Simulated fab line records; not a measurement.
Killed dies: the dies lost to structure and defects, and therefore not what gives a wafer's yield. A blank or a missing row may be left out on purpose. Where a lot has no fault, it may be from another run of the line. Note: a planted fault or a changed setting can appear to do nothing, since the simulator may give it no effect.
Which of the tools did it? -- flow nand_harc -- 14 lots, 42 wafers sampled, at 5 steps of a route of 1159

WHAT THE GAUGES SHOWED, per wafer
NHARC_A_BONDPAD_THK_MEAS_20: measures by xrf. Usual: 170.0 nm for thk_nm, sd 1.3.
lot,measured,on,thk_nm (nm),flag
L993,day 18 05:51,film_metro-01,169.0 170.2 168.7,
L996,day 18 14:41,film_metro-01,170.0 172.8 171.8,
L994,day 18 14:01,film_metro-02,170.2 169.0 169.2,
L995,day 18 14:22,film_metro-01,170.8 170.9 170.6,
L997,day 19 07:13,film_metro-02,170.0 172.6 171.4,
L998,day 19 06:53,film_metro-02,171.2 169.6 169.4,
L102,day 20 10:31,film_metro-01,168.0 170.6 172.2,
L104,day 21 07:19,film_metro-01,171.5 170.1 169.0,
L109,day 22 10:07,film_metro-02,170.9 170.5 167.7,
L110,day 22 10:37,film_metro-02,169.0 171.1 168.4,
L112,day 23 05:13,film_metro-01,169.5 172.5 168.4,
L114,day 23 12:13,film_metro-01,169.6 169.0 167.9,
L113,day 23 12:49,film_metro-02,170.2 170.6 171.7,
L115,day 24 20:04,film_metro-01,167.8 171.0 170.0,

NHARC_HYBRID_BOND_OVL_MEAS_05. Usual: overlay_x_nm 3 nm, standard deviation 30; overlay_y_nm 0 nm, standard deviation 32.
lot,measured,on,overlay_x_nm (nm),overlay_y_nm (nm),flag
L993,day 18 16:11,overlay-01,-60 -3 0,33 20 18,
L996,day 19 03:10,overlay-01,50 -23 10,-3 -46 -46,
L994,day 19 03:09,overlay-01,-24 -52 -16,39 -12 -4,
L995,day 19 03:09,overlay-02,27 -49 -47,0 18 45,
L997,day 19 18:29,overlay-02,59 27 20,21 36 15,
L998,day 19 18:29,overlay-01,62 32 50,-52 34 50,
L102,day 20 17:36,overlay-02,6 14 45,33 -38 70,
L104,day 21 14:41,overlay-01,41 6 3,-34 42 -73,
L109,day 22 21:14,overlay-02,-43 -18 42,1 27 10,
L110,day 22 21:14,overlay-02,-17 -34 -33,80 41 57,
L112,day 23 18:46,overlay-02,13 47 -9,-5 12 1,
L114,day 23 18:48,overlay-01,5 28 23,23 4 -1,
L113,day 24 02:36,overlay-02,12 -39 -4,-18 2 -71,
L115,day 25 05:59,overlay-01,-11 -16 -7,27 -6 -33,

NHARC_END_SORT_01. Usual: killed_at_array 26, standard deviation 9; killed_at_other 0.8, standard deviation 1.2; killed_at_periphery 3.2, standard deviation 2.3; killed_dies 30, standard deviation 9.1; killed_open 3.5, standard deviation 2; killed_short 1.8, standard deviation 1.4.
lot,measured,on,killed_at_array,killed_at_other,killed_at_periphery,killed_dies,killed_open,killed_short,flag
L102,day 21 11:17,prober-01,100 91 69,1 4 1,2 5 2,103 100 72,1 4 3,2 2 1,OFF
L104,day 22 10:04,prober-02,104 86 76,1 0 0,4 1 3,109 87 79,3 2 3,4 0 2,OFF

TOOL THAT RAN EACH LOT (tool first, then ch and the chambers of the sampled wafers, then the start)
lot,NHARC_A_STAIRCASE_STRIP_206,NHARC_A_BONDPAD_PRE_CLEAN_26
L993,"wet_bench-09 ch 1,2,6, day 10 22:48","pvd_sputter-03, day 18 05:51 or earlier"
L996,"wet_bench-09 ch 1,2,7, day 11 18:34","pvd_sputter-03, day 18 14:41 or earlier"
L994,"wet_bench-04 ch 3,5,7, day 11 19:20","pvd_sputter-02, day 18 14:01 or earlier"
L995,"wet_bench-06 ch 1,2,3, day 11 21:52","pvd_sputter-03, day 18 14:22 or earlier"
L997,"wet_bench-06 ch 0,2,6, day 12 07:33","pvd_sputter-03, day 19 07:13 or earlier"
L998,"wet_bench-09 ch 3,5,6, day 12 08:16","pvd_sputter-02, day 19 06:53 or earlier"
L102,"wet_bench-09 ch 0,5,6, day 13 14:34","pvd_sputter-01, day 20 10:31 or earlier"
L104,"wet_bench-09 ch 1,5,6, day 14 16:19","pvd_sputter-03, day 21 07:19 or earlier"
L109,"wet_bench-06 ch 0,1,4, day 15 13:52","pvd_sputter-01, day 22 10:07 or earlier"
L110,"wet_bench-04 ch 3,4,7, day 15 17:48","pvd_sputter-02, day 22 10:37 or earlier"
L112,"wet_bench-04 ch 0,6,7, day 16 07:31","pvd_sputter-02, day 23 05:13 or earlier"
L114,"wet_bench-04 ch 1,3,4, day 16 13:28","pvd_sputter-03, day 23 12:13 or earlier"
L113,"wet_bench-06 ch 0,4,5, day 16 18:40","pvd_sputter-01, day 23 12:49 or earlier"
L115,"wet_bench-06 ch 0,3,5, day 17 11:40","pvd_sputter-01, day 24 20:04 or earlier"
- NHARC_A_STAIRCASE_STRIP_206: strips in SPM, time 900 s.
- NHARC_A_BONDPAD_PRE_CLEAN_26: time 30 s.

AS READ BY THE TOOLS THEMSELVES (means over the sampled wafers that have a number; for cases with no such wafer, the mark the record gives instead)
NHARC_A_STAIRCASE_STRIP_206. Usual: 130.1 C for bath_guard_temp_C, sd 0.56.
lot,tool,bath_guard_temp_C (C),flag
L993,wet_bench-09,130.1,
L996,wet_bench-09,130.0,
L994,wet_bench-04,130.5,
L995,wet_bench-06,130.1,
L997,wet_bench-06,130.2,
L998,wet_bench-09,130.5,
L102,wet_bench-09,130.7,
L104,wet_bench-09,130.4,
L109,wet_bench-06,130.2,
L110,wet_bench-04,130.5,
L112,wet_bench-04,130.0,
L114,wet_bench-04,130.1,
L113,wet_bench-06,130.1,
L115,wet_bench-06,129.9,

NHARC_A_BONDPAD_PRE_CLEAN_26. Usual: 413 W for heater_power_w, sd 36.
lot,tool,heater_power_w (W),flag
L993,pvd_sputter-03,430,
L996,pvd_sputter-03,417,
L994,pvd_sputter-02,400,
L995,pvd_sputter-03,418,
L997,pvd_sputter-03,396,
L998,pvd_sputter-02,404,
L102,pvd_sputter-01,410,
L104,pvd_sputter-03,414,
L109,pvd_sputter-01,447,
L110,pvd_sputter-02,407,
L112,pvd_sputter-02,414,
L114,pvd_sputter-03,393,
L113,pvd_sputter-01,404,
L115,pvd_sputter-01,398,

THE ANSWER, worked out from the rows above alone
Rule: a lot is off if the mean of its wafers that have a number lies more than 3 standard deviations from the usual mean. Also off: a lot with no number at a reading for which 4 or more lots have one. Where the step has rows for the other lots, those lots are counted as sound. Order of review: gauges by route order, followed by the tools' own readings, for which a lot's mean as printed above is used. The first step at which some lot is off is used, and at that step the reading that is off furthest; a lot without a number counts as furthest.
Off, at NHARC_END_SORT_01 on killed_at_array: L102, L104. Neither off nor sound, because the step has no rows for them: L993, L996, L994, L995, L997, L998, L109, L110, L112, L114, L113, L115.
If a tool, at a process step before that reading, ran all the lots that are off and no sound lot after the first of them, it fits. Those tools and the gauges at NHARC_END_SORT_01 are tried in the same way. NHARC_A_BONDPAD_PRE_CLEAN_26: start missing for some lots; hours and lot order therefore follow NHARC_A_BONDPAD_THK_MEAS_20. One fits: wet_bench-09 at NHARC_A_STAIRCASE_STRIP_206. It ran no sound lot before its first lot that is off in this sample, so the start can't be narrowed down.

WHAT THE SIMULATOR PUT IN
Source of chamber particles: wet_bench-09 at NHARC_A_STAIRCASE_STRIP_206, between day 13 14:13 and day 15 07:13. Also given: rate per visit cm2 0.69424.
Lots struck among those shown: L102, L104. The same result came from the rule above.
